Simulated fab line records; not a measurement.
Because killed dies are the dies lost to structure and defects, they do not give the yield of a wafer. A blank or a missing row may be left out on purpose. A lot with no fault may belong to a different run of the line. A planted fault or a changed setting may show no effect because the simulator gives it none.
Split-lot experiment || flow n5-finfet || 21 wafers read from 7 lots, route of 1938 steps

## ABOUT THE SPLIT
At N5_MOL_CONTACT_COAG_COAT_34 (resist thk 40 nm), the setting spin-rpm was moved away from the recipe's 1500 rpm on 5 of the 21 wafers read, by -10.1% to +3.6%. All remaining wafers had this setting at the recipe value.

## FROM THE SPLIT TO THE READING: what the file shows between them, 7 steps
- N5_MOL_CONTACT_COAG_EBR_36
- N5_MOL_CONTACT_COAG_SOFTBAKE_35: time 60 s
- N5_MOL_CONTACT_COAG_EXPOSE_37: exposes mask VD, defocus 0 nm
- N5_MOL_CONTACT_COAG_PEB_38: peb time 60 s
- N5_MOL_CONTACT_COAG_DEVELOP_39: develop time 30 s
- N5_MOL_CONTACT_COAG_DESCUM_45: chemistry O2, time 7 s
- N5_MOL_CONTACT_COAG_ETCH_65: etches underlayer in N2/H2, target depth 13 nm, time 10.4 s

## THE READING
CAR-EUV_of_MOL_CONTACT_COAG_COAT_34.thk-nm (the simulator's own value, which no gauge read), in nm, at N5_MOL_CONTACT_COAG_ETCH_66 (etches SiARC in CF4, target depth 13 nm, time 21.7 s). No usual value for it is given in the file. Across the 16 wafers here that went through the recipe, the average is 16.9 nm and the standard deviation 0.15 nm.

{"wafer": "L074.1", "tool, chamber at the split": "litho-track-01, 0", "spin-rpm as run, rpm": 1442, "against the recipe": "-3.9%", "CAR-EUV_of_MOL_CONTACT_COAG_COAT_34.thk-nm, nm": 17.8, "against lot-mates on the recipe": "+1.0"}
{"wafer": "L074.3", "tool, chamber at the split": "litho-track-01, 0", "spin-rpm as run, rpm": 1442, "against the recipe": "-3.9%", "CAR-EUV_of_MOL_CONTACT_COAG_COAT_34.thk-nm, nm": 17.8, "against lot-mates on the recipe": "+1.0"}
{"wafer": "L074.2", "tool, chamber at the split": "litho-track-01, 0", "spin-rpm as run, rpm": 1500, "against the recipe": "recipe", "CAR-EUV_of_MOL_CONTACT_COAG_COAT_34.thk-nm, nm": 16.8, "against lot-mates on the recipe": "-"}
{"wafer": "L076.1", "tool, chamber at the split": "litho-track-05, 0", "spin-rpm as run, rpm": 1500, "against the recipe": "recipe", "CAR-EUV_of_MOL_CONTACT_COAG_COAT_34.thk-nm, nm": 17, "against lot-mates on the recipe": "-"}
{"wafer": "L076.5", "tool, chamber at the split": "litho-track-05, 0", "spin-rpm as run, rpm": 1500, "against the recipe": "recipe", "CAR-EUV_of_MOL_CONTACT_COAG_COAT_34.thk-nm, nm": 16.8, "against lot-mates on the recipe": "-"}
{"wafer": "L076.6", "tool, chamber at the split": "litho-track-05, 0", "spin-rpm as run, rpm": 1500, "against the recipe": "recipe", "CAR-EUV_of_MOL_CONTACT_COAG_COAT_34.thk-nm, nm": 16.8, "against lot-mates on the recipe": "-"}
{"wafer": "L080.2", "tool, chamber at the split": "litho-track-01, 0", "spin-rpm as run, rpm": 1349, "against the recipe": "-10.1%", "CAR-EUV_of_MOL_CONTACT_COAG_COAT_34.thk-nm, nm": 19, "against lot-mates on the recipe": "+2.2"}
{"wafer": "L080.4", "tool, chamber at the split": "litho-track-01, 0", "spin-rpm as run, rpm": 1349, "against the recipe": "-10.1%", "CAR-EUV_of_MOL_CONTACT_COAG_COAT_34.thk-nm, nm": 18.8, "against lot-mates on the recipe": "+2.0"}
{"wafer": "L080.5", "tool, chamber at the split": "litho-track-01, 0", "spin-rpm as run, rpm": 1500, "against the recipe": "recipe", "CAR-EUV_of_MOL_CONTACT_COAG_COAT_34.thk-nm, nm": 16.8, "against lot-mates on the recipe": "-"}
{"wafer": "L089.2", "tool, chamber at the split": "litho-track-04, 0", "spin-rpm as run, rpm": 1500, "against the recipe": "recipe", "CAR-EUV_of_MOL_CONTACT_COAG_COAT_34.thk-nm, nm": 17, "against lot-mates on the recipe": "-"}
{"wafer": "L089.4", "tool, chamber at the split": "litho-track-04, 0", "spin-rpm as run, rpm": 1500, "against the recipe": "recipe", "CAR-EUV_of_MOL_CONTACT_COAG_COAT_34.thk-nm, nm": 17, "against lot-mates on the recipe": "-"}
{"wafer": "L089.6", "tool, chamber at the split": "litho-track-04, 0", "spin-rpm as run, rpm": 1500, "against the recipe": "recipe", "CAR-EUV_of_MOL_CONTACT_COAG_COAT_34.thk-nm, nm": 17, "against lot-mates on the recipe": "-"}
{"wafer": "L090.2", "tool, chamber at the split": "litho-track-05, 0", "spin-rpm as run, rpm": 1554, "against the recipe": "+3.6%", "CAR-EUV_of_MOL_CONTACT_COAG_COAT_34.thk-nm, nm": 16.2, "against lot-mates on the recipe": -0.6}
{"wafer": "L090.3", "tool, chamber at the split": "litho-track-05, 0", "spin-rpm as run, rpm": 1500, "against the recipe": "recipe", "CAR-EUV_of_MOL_CONTACT_COAG_COAT_34.thk-nm, nm": 17, "against lot-mates on the recipe": "-"}
{"wafer": "L090.4", "tool, chamber at the split": "litho-track-05, 0", "spin-rpm as run, rpm": 1500, "against the recipe": "recipe", "CAR-EUV_of_MOL_CONTACT_COAG_COAT_34.thk-nm, nm": 16.6, "against lot-mates on the recipe": "-"}
{"wafer": "L092.1", "tool, chamber at the split": "litho-track-05, 0", "spin-rpm as run, rpm": 1500, "against the recipe": "recipe", "CAR-EUV_of_MOL_CONTACT_COAG_COAT_34.thk-nm, nm": 17, "against lot-mates on the recipe": "-"}
{"wafer": "L092.2", "tool, chamber at the split": "litho-track-05, 0", "spin-rpm as run, rpm": 1500, "against the recipe": "recipe", "CAR-EUV_of_MOL_CONTACT_COAG_COAT_34.thk-nm, nm": 17, "against lot-mates on the recipe": "-"}
{"wafer": "L092.6", "tool, chamber at the split": "litho-track-05, 0", "spin-rpm as run, rpm": 1500, "against the recipe": "recipe", "CAR-EUV_of_MOL_CONTACT_COAG_COAT_34.thk-nm, nm": 17, "against lot-mates on the recipe": "-"}
{"wafer": "L093.2", "tool, chamber at the split": "litho-track-04, 0", "spin-rpm as run, rpm": 1500, "against the recipe": "recipe", "CAR-EUV_of_MOL_CONTACT_COAG_COAT_34.thk-nm, nm": 16.8, "against lot-mates on the recipe": "-"}
{"wafer": "L093.3", "tool, chamber at the split": "litho-track-04, 0", "spin-rpm as run, rpm": 1500, "against the recipe": "recipe", "CAR-EUV_of_MOL_CONTACT_COAG_COAT_34.thk-nm, nm": 17.2, "against lot-mates on the recipe": "-"}
{"wafer": "L093.6", "tool, chamber at the split": "litho-track-04, 0", "spin-rpm as run, rpm": 1500, "against the recipe": "recipe", "CAR-EUV_of_MOL_CONTACT_COAG_COAT_34.thk-nm, nm": 17.2, "against lot-mates on the recipe": "-"}

FIT RESULTS
A straight line over all 21 wafers: CAR-EUV_of_MOL_CONTACT_COAG_COAT_34.thk-nm changes by -0.198 nm for each +1% of spin-rpm; r = -0.98; the points scatter about the line by 0.15 nm.
The same after taking each lot's own level away (the mean of its wafers on the recipe; 21 wafers): -0.21 nm for each +1%; r = -0.98; scatter 0.13 nm.
On that fit, the largest move of spin-rpm shifts the reading by 2.1 nm.
The lots' own levels span 16.80 to 17.07 nm, that is 1.7 times the standard deviation above.
Consequently the slope shifts little with the lot-to-lot level, the two slopes agreeing.
Check: for one of the wafers moved furthest among these (-10.1%), held out of the fit, the line's prediction against its lot-mates is +2.1 nm. It came out at +2.2 nm against them.

## ADDITIONAL SPLITS CARRIED BY THESE WAFERS
Before the reading, these wafers also passed through other splits. Each is held against what the fit with the lots' levels taken away leaves over:
{"other split on the same wafers": "N5_HKMG_FIN_ETCH_55 bias-w", "wafers away from the commonest value": 5, "r with CAR-EUV_of_MOL_CONTACT_COAG_COAT_34.thk-nm (lot level and that fit taken away)": -0.31}
{"other split on the same wafers": "N5_GATE_CUT_EXPOSE_10 dose-mj", "wafers away from the commonest value": 8, "r with CAR-EUV_of_MOL_CONTACT_COAG_COAT_34.thk-nm (lot level and that fit taken away)": "+0.10"}
{"other split on the same wafers": "N5_GATE_CUT_ALD_22 ald-cycles", "wafers away from the commonest value": 4, "r with CAR-EUV_of_MOL_CONTACT_COAG_COAT_34.thk-nm (lot level and that fit taken away)": -0.02}

## THE WHOLE CHAIN: every reading that the file lists as answering this split, in the file's order
{"step": "N5_MOL_CONTACT_COAG_COAT_34", "what it does": "resist thk 40 nm", "reading": "CAR-EUV_of_MOL_CONTACT_COAG_COAT_34.thk-nm (the simulator's own value, which no gauge read)", "change (the file's fit)": "-0.199 nm for each +1% of the setting", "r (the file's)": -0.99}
{"step": "N5_MOL_CONTACT_COAG_DEVELOP_39", "what it does": "develop time 30 s", "reading": "CAR-EUV_of_MOL_CONTACT_COAG_COAT_34.thk-nm (the simulator's own value, which no gauge read)", "change (the file's fit)": "-0.218 nm for each +1% of the setting", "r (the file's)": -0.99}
{"step": "N5_MOL_CONTACT_COAG_ETCH_66", "what it does": "etches SiARC in CF4, target depth 13 nm, time 21.7 s", "reading": "CAR-EUV_of_MOL_CONTACT_COAG_COAT_34.thk-nm (the simulator's own value, which no gauge read)", "change (the file's fit)": "-0.21 nm for each +1% of the setting", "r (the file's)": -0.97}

## FILE'S OWN FIT
CAR-EUV_of_MOL_CONTACT_COAG_COAT_34.thk-nm changes by -0.21 nm for each +1% of spin-rpm, r = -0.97.
